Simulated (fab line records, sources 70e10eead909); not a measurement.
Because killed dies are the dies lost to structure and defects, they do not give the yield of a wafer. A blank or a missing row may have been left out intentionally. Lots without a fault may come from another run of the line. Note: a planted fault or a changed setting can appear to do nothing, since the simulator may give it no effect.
Which tool did it? / flow nandHarc / 13 lots with 39 wafers sampled at 4 steps, on a route of 1159 steps

## WHAT EACH GAUGE READ, for each wafer
NHARC_P_ZERO_WELL_CD_MEAS_52 targets a cd of 2000 nm. Usual: cdNm 1999.5 nm, standard deviation 2.1.
lot=L291; measured=day 1 18:12; on=cdSem-01; cdNm (nm)=2001.2 2000.5 2001.0; flag=
lot=L292; measured=day 1 23:46; on=cdSem-01; cdNm (nm)=1998.8 1996.3 2000.7; flag=
lot=L294; measured=day 2 11:47; on=cdSem-02; cdNm (nm)=- - -; flag=OFF
lot=L304; measured=day 4 23:51; on=cdSem-02; cdNm (nm)=1995.2 2001.1 2002.0; flag=
lot=L305; measured=day 5 05:50; on=cdSem-01; cdNm (nm)=2001.9 2002.4 2002.6; flag=
lot=L307; measured=day 5 17:46; on=cdSem-03; cdNm (nm)=1996.2 2001.9 2000.9; flag=
lot=L308; measured=day 5 23:52; on=cdSem-03; cdNm (nm)=1999.9 1999.9 1995.5; flag=
lot=L309; measured=day 6 05:40; on=cdSem-03; cdNm (nm)=1999.4 1998.9 1998.0; flag=
lot=L310; measured=day 6 11:42; on=cdSem-01; cdNm (nm)=1999.6 2000.8 2000.6; flag=
lot=L311; measured=day 6 17:54; on=cdSem-02; cdNm (nm)=2001.8 2000.9 2004.3; flag=
lot=L312; measured=day 6 23:50; on=cdSem-02; cdNm (nm)=1994.4 1999.0 1998.2; flag=
lot=L313; measured=day 7 06:05; on=cdSem-03; cdNm (nm)=2001.9 2001.0 1999.5; flag=
lot=L314; measured=day 7 11:52; on=cdSem-03; cdNm (nm)=2004.7 2000.4 2002.1; flag=

NHARC_P_GATE_OVL_MEAS_27. Usual: overlayXNm 0.0 nm, standard deviation 0.91; overlayYNm -0.1 nm, standard deviation 0.68.
lot=L291; measured=day 4 18:13; on=overlay-02; overlayXNm (nm)=-0.8 -0.8 -0.6; overlayYNm (nm)=-0.8 0.1 -0.2; flag=
lot=L292; measured=day 4 21:22; on=overlay-01; overlayXNm (nm)=0.2 0.6 0.4; overlayYNm (nm)=-0.5 -0.2 -0.5; flag=
lot=L304; measured=day 8 07:08; on=overlay-01; overlayXNm (nm)=-0.8 -0.8 -1.3; overlayYNm (nm)=0.1 0.2 0.2; flag=
lot=L305; measured=day 8 07:46; on=overlay-01; overlayXNm (nm)=0.4 -0.1 0.7; overlayYNm (nm)=-0.2 -1.1 0.1; flag=
lot=L307; measured=day 8 16:01; on=overlay-01; overlayXNm (nm)=0.2 0.0 1.0; overlayYNm (nm)=0.4 1.1 0.3; flag=
lot=L308; measured=day 9 04:02; on=overlay-02; overlayXNm (nm)=0.0 -0.4 0.0; overlayYNm (nm)=-0.8 -0.2 -0.5; flag=
lot=L309; measured=day 9 03:53; on=overlay-01; overlayXNm (nm)=-0.6 -0.3 -0.1; overlayYNm (nm)=-0.6 0.0 -0.3; flag=
lot=L310; measured=day 9 09:56; on=overlay-02; overlayXNm (nm)=-0.4 -0.5 -0.2; overlayYNm (nm)=0.0 0.1 0.1; flag=
lot=L311; measured=day 9 17:30; on=overlay-01; overlayXNm (nm)=-1.5 -1.0 -1.7; overlayYNm (nm)=-0.9 -0.4 -0.7; flag=
lot=L312; measured=day 9 23:43; on=overlay-02; overlayXNm (nm)=-0.4 -1.1 -0.2; overlayYNm (nm)=-0.4 0.1 -0.4; flag=
lot=L313; measured=day 9 23:52; on=overlay-01; overlayXNm (nm)=1.4 1.1 0.7; overlayYNm (nm)=0.8 -0.1 0.1; flag=
lot=L314; measured=day 10 10:59; on=overlay-02; overlayXNm (nm)=0.1 0.0 -0.1; overlayYNm (nm)=-0.4 -0.5 -0.6; flag=

## WHICH TOOL RAN EACH LOT (tool, then ch and the chambers of the sampled wafers, then the start)
lot=L291; NHARC_P_ZERO_WELL_EXPOSE_49=krfScanner-02 ch 0, day 1 18:02; NHARC_P_GATE_DEP_103=pecvd-03 ch 0,1,2, day 4 17:26
lot=L292; NHARC_P_ZERO_WELL_EXPOSE_49=krfScanner-02 ch 0, day 1 23:37; NHARC_P_GATE_DEP_103=pecvd-03 ch 1,2, day 4 20:43
lot=L294; NHARC_P_ZERO_WELL_EXPOSE_49=krfScanner-01 ch 0, day 2 11:38; NHARC_P_GATE_DEP_103=-
lot=L304; NHARC_P_ZERO_WELL_EXPOSE_49=krfScanner-02 ch 0, day 4 23:41; NHARC_P_GATE_DEP_103=pecvd-02 ch 0,2, day 8 06:23
lot=L305; NHARC_P_ZERO_WELL_EXPOSE_49=krfScanner-01 ch 0, day 5 05:41; NHARC_P_GATE_DEP_103=pecvd-02 ch 0,2, day 8 07:03
lot=L307; NHARC_P_ZERO_WELL_EXPOSE_49=krfScanner-01 ch 0, day 5 17:37; NHARC_P_GATE_DEP_103=pecvd-03 ch 0,1,2, day 8 15:19
lot=L308; NHARC_P_ZERO_WELL_EXPOSE_49=krfScanner-03 ch 0, day 5 23:43; NHARC_P_GATE_DEP_103=pecvd-01 ch 0,1, day 9 03:14
lot=L309; NHARC_P_ZERO_WELL_EXPOSE_49=krfScanner-03 ch 0, day 6 05:31; NHARC_P_GATE_DEP_103=pecvd-03 ch 0,1,2, day 9 03:09
lot=L310; NHARC_P_ZERO_WELL_EXPOSE_49=krfScanner-01 ch 0, day 6 11:33; NHARC_P_GATE_DEP_103=pecvd-03 ch 0,1,2, day 9 09:10
lot=L311; NHARC_P_ZERO_WELL_EXPOSE_49=krfScanner-01 ch 0, day 6 17:44; NHARC_P_GATE_DEP_103=pecvd-03 ch 1,2, day 9 16:45
lot=L312; NHARC_P_ZERO_WELL_EXPOSE_49=krfScanner-01 ch 0, day 6 23:41; NHARC_P_GATE_DEP_103=pecvd-03 ch 0,1,2, day 9 23:01
lot=L313; NHARC_P_ZERO_WELL_EXPOSE_49=krfScanner-02 ch 0, day 7 05:56; NHARC_P_GATE_DEP_103=pecvd-02 ch 0,1,2, day 9 22:59
lot=L314; NHARC_P_ZERO_WELL_EXPOSE_49=krfScanner-01 ch 0, day 7 11:42; NHARC_P_GATE_DEP_103=pecvd-01 ch 0,1, day 10 10:13
- NHARC_P_ZERO_WELL_EXPOSE_49: exposes mask P HVPW, target cd 2000 nm.
- NHARC_P_GATE_DEP_103: deposits SiON, target thk 30 nm.

## AS READ BY THE TOOLS THEMSELVES (means over the sampled wafers that have a number; for cases with no such wafer, the mark the record gives instead)
NHARC_P_ZERO_WELL_EXPOSE_49. Usual: focusOffsetNm 0.0 nm, standard deviation 0.51.
lot=L291; tool=krfScanner-02; focusOffsetNm (nm)=-0.4; flag=
lot=L292; tool=krfScanner-02; focusOffsetNm (nm)=-0.3; flag=
lot=L294; tool=krfScanner-01; focusOffsetNm (nm)=-0.5; flag=
lot=L304; tool=krfScanner-02; focusOffsetNm (nm)=-0.3; flag=
lot=L305; tool=krfScanner-01; focusOffsetNm (nm)=-0.0; flag=
lot=L307; tool=krfScanner-01; focusOffsetNm (nm)=0.1; flag=
lot=L308; tool=krfScanner-03; focusOffsetNm (nm)=-0.3; flag=
lot=L309; tool=krfScanner-03; focusOffsetNm (nm)=-0.2; flag=
lot=L310; tool=krfScanner-01; focusOffsetNm (nm)=-0.0; flag=
lot=L311; tool=krfScanner-01; focusOffsetNm (nm)=0.2; flag=
lot=L312; tool=krfScanner-01; focusOffsetNm (nm)=0.3; flag=
lot=L313; tool=krfScanner-02; focusOffsetNm (nm)=-0.4; flag=
lot=L314; tool=krfScanner-01; focusOffsetNm (nm)=0.5; flag=

NHARC_P_GATE_DEP_103. Usual: heaterPowerW 722 W, standard deviation 110.
lot=L291; tool=pecvd-03; heaterPowerW (W)=719; flag=
lot=L292; tool=pecvd-03; heaterPowerW (W)=694; flag=
lot=L304; tool=pecvd-02; heaterPowerW (W)=743; flag=
lot=L305; tool=pecvd-02; heaterPowerW (W)=753; flag=
lot=L307; tool=pecvd-03; heaterPowerW (W)=708; flag=
lot=L308; tool=pecvd-01; heaterPowerW (W)=659; flag=
lot=L309; tool=pecvd-03; heaterPowerW (W)=724; flag=
lot=L310; tool=pecvd-03; heaterPowerW (W)=713; flag=
lot=L311; tool=pecvd-03; heaterPowerW (W)=681; flag=
lot=L312; tool=pecvd-03; heaterPowerW (W)=723; flag=
lot=L313; tool=pecvd-02; heaterPowerW (W)=795; flag=
lot=L314; tool=pecvd-01; heaterPowerW (W)=651; flag=

## THE ANSWER, worked out from the rows above alone
Rule: a lot counts as off when the mean over its wafers that have a number is more than 3 standard deviations away from the usual mean. A lot without any number at a reading at which 4 lots or more have one is off too. The other lots that the step has rows for count as sound. After the gauges, taken in route order, come the tools' own readings; for these a lot's mean is taken, as printed above. The first step at which some lot is off is used, and at that step the reading that is off furthest; a lot without a number counts as furthest.
Off at NHARC_P_ZERO_WELL_CD_MEAS_52 (cdNm): L294. Without a number there: L294.
A tool fits if, at a process step before that reading, it ran every lot that is off, and no sound lot after the first of them. The gauges at NHARC_P_ZERO_WELL_CD_MEAS_52 are tried like those tools. Of those tried, none fits.

## WHAT HAD BEEN PUT IN BY THE SIMULATOR
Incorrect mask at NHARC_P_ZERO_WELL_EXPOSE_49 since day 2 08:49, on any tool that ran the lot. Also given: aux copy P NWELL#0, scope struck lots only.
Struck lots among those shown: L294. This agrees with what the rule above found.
